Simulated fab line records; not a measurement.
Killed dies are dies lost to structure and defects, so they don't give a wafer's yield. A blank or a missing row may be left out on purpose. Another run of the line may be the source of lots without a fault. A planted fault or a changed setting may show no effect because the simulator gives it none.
Which of the tools did it?	flow n5_finfet	Sampling: 10 lots, 30 wafers, 4 of 1938 route steps

WHAT THE GAUGES SHOWED, per wafer
N5_BEOL_M13_INSPECT_30: inspects for defects (macro).
lot	measured	on	raw_defect_count
L102	day 10 08:55	defect_inspect-01	1 1 4
L105	day 11 09:35	defect_inspect-01	3 2 3
L107	day 11 18:19	defect_inspect-01	3 2 3
L109	day 12 13:16	defect_inspect-01	5 3 0
L110	day 12 23:46	defect_inspect-01	2 3 1
L113	day 13 06:42	defect_inspect-01	0 1 1
L111	day 13 14:26	defect_inspect-01	2 2 0
L114	day 14 04:25	defect_inspect-01	5 0 2
L116	day 14 09:26	defect_inspect-01	3 2 1
L123	day 16 02:19	defect_inspect-02	>300 2 2

TOOL THAT RAN EACH LOT (tool first, then ch and the chambers of the sampled wafers, then the start)
lot	N5_BEOL_M12_SPUTTER_45	N5_BEOL_M12_CMP_49	N5_BEOL_M13_ETCH_59
L102	pvd_sputter-02, day 10 06:14	cmp-04 ch 0,1,2, day 10 06:53	rie_diel-05 ch 0,2,3, day 10 07:54
L105	pvd_sputter-02, day 11 07:01	cmp-04 ch 1,3, day 11 07:38	rie_diel-05 ch 0,3, day 11 08:42
L107	pvd_sputter-01, day 11 15:03	cmp-03 ch 0,1,2, day 11 15:52	rie_diel-05 ch 0,2,3, day 11 17:19
L109	pvd_sputter-02, day 12 10:19	cmp-04 ch 0,1,3, day 12 10:52	rie_diel-01 ch 0,1,3, day 12 12:15
L110	pvd_sputter-01, day 12 20:07	cmp-01 ch 0,1,2, day 12 21:32	rie_diel-05 ch 1,2, day 12 22:39
L113	pvd_sputter-02, day 13 04:04	cmp-03 ch 0,1,3, day 13 04:40	rie_diel-01 ch 0,1,2, day 13 05:42
L111	pvd_sputter-02, day 13 11:41	cmp-01 ch 1,2,3, day 13 12:17	rie_diel-05 ch 1,2,3, day 13 13:26
L114	pvd_sputter-03, day 14 01:30	cmp-01 ch 0,1,2, day 14 02:16	rie_diel-05 ch 0,1,2, day 14 03:33
L116	pvd_sputter-01, day 14 06:47	cmp-04 ch 1,2,3, day 14 07:25	rie_diel-01 ch 1,3, day 14 08:26
L123	pvd_sputter-01, day 15 23:42	cmp-04 ch 0,1,2, day 16 00:18	rie_diel-01 ch 0,3, day 16 01:26
- N5_BEOL_M12_SPUTTER_45: material Cu, target thk 80 nm, time 13.33 s.
- N5_BEOL_M12_CMP_49: polishes, stops on SiOC, t overpolish 20.6 s, target thk 320 nm.
- N5_BEOL_M13_ETCH_59: etches BARC in N2/H2, target depth 89 nm, overetch 26.7 nm, time 67.9 s.

THE ANSWER, worked out from the rows above alone
Rule: what is usual is taken from the lots themselves. The widest of any qualifying gaps counts: lots, ordered by their means at a reading, are off when they make up no more than a third of the lots, leave a main group of 4 or more, and stand apart from it by 3 or more times the standard deviation of that group's means. If all means in a main group match to the digits the tables above print for the reading, that group is not used. Also off: a lot with no number at a reading for which 4 or more lots have one. Any other lot the step has rows for is counted as sound.
No lot is off on any of the readings shown, so nothing can be concluded from this.

WHAT WAS PUT IN BY THE SIMULATOR
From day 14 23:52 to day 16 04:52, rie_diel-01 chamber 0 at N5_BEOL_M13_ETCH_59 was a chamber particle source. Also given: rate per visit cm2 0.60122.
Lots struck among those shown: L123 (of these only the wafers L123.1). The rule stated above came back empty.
